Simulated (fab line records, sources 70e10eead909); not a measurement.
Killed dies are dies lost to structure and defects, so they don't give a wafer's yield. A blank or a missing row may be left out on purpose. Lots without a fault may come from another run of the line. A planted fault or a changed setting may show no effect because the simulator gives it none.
A struck lot beside a sound one | flow nand_harc | 17 steps out of a route of 1302
Sound: wafers L971.1, L971.2, L971.3. Struck: wafers L962.2, L962.4, L962.5. The cause comes at the end.
At each step with rows: each side's tool, then ch and its chambers, then its first start. Under that, the readings that differ: sound wafers | struck wafers | difference of the means | sigmas: that difference in standard deviations of wafers without a fault.
alike: readings whose means differ by less than 2 such deviations, and words and numbers that are the same on both sides. not compared: withheld readings, readings that some wafer has no value for, bounds like >300 that may hide the same value, and numbers for which the record gives no deviation and whose values overlap.
The two part at a step that has a row with sigmas, a row that says differs or no value, or rows on one side only. Numbers that don't overlap but have no deviation are shown without sigmas and don't part them. A reading that every wafer of one side lacks parts them only if that side has two wafers or more.

NHARC_A_STAIRCASE_CMP_472: polishes SiO2.
  sound on cmp-01 ch 0,1,2, day 27 14:02; struck on cmp-04 ch 0,1,3, day 24 06:01
  alike: motor_current_A, retaining_ring_pressure_frac
then, 1 step without rows for these wafers: NHARC_A_STAIRCASE_SRD_474.
NHARC_A_STAIRCASE_INSPECT_155:
  sound on defect_inspect-01, day 27 14:22; struck on defect_inspect-02, day 24 06:20
  alike: raw_defect_count
NHARC_A_SGD_CUT_DEP_00: deposits SiNx, target thk 50 nm.
  sound on pecvd-01 ch 0,1,2, day 27 14:47; struck on pecvd-04 ch 0,1,2, day 24 06:25
  alike: heater_power_w
then, 7 steps without rows for these wafers: NHARC_A_SGD_CUT_DEHYDRATE_01 (time 120 s); NHARC_A_SGD_CUT_HMDS_02 (time 30 s); NHARC_A_SGD_CUT_COAT_56 (time 75 s); NHARC_A_SGD_CUT_COAT_57 (time 65 s); NHARC_A_SGD_CUT_COAT_03 (resist thk 90 nm); NHARC_A_SGD_CUT_SOFTBAKE_04 (time 55 s); NHARC_A_SGD_CUT_EBR_05.
NHARC_A_SGD_CUT_EXPOSE_06: exposes mask SGD.
  sound on arfi_scanner-01 ch 0, day 27 15:22; struck on arfi_scanner-02 ch 0, day 24 06:59
  reading              | sound             | struck            | difference | sigmas
  exposure_dose_mJ_cm2 | 85.58 85.62 85.60 | 87.69 87.81 87.77 | +2.16      | +25
  alike: mask
then, 2 steps without rows for these wafers: NHARC_A_SGD_CUT_PEB_07 (peb time 65 s); NHARC_A_SGD_CUT_DEVELOP_08 (develop time 35 s).
NHARC_A_SGD_CUT_CD_MEAS_09: target cd 100 nm.
  sound on cd_sem-01 ch 0, day 27 15:31; struck on cd_sem-03 ch 0, day 24 07:08
  reading    | sound             | struck            | difference | sigmas
  cd_nm (nm) | 100.2 100.6 100.2 | 101.7 102.0 101.7 | +1.5       | +3
NHARC_A_SGD_CUT_OVL_MEAS_10:
  sound on overlay-01, day 27 15:36; struck on overlay-01, day 24 07:13
  alike: overlay_x_nm, overlay_y_nm
-- the record jumps here: 5 days lie between the struck wafers' starts before and after (it left off in module A_SGD_CUT and takes up again in module END, whose first step shown is number 1302 of the route) --
NHARC_END_SORT_01:
  the record has rows for the struck wafers here (prober-02 ch 0, day 29 11:10) and none for the sound ones

WHERE THEY PART
First at NHARC_A_SGD_CUT_EXPOSE_06; last, within this record, at NHARC_END_SORT_01.

WHY: what the simulator had put in
Process parameter drift: arfi_scanner-02, from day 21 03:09 on, at NHARC_A_SGD_CUT_EXPOSE_06. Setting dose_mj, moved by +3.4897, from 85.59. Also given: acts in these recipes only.
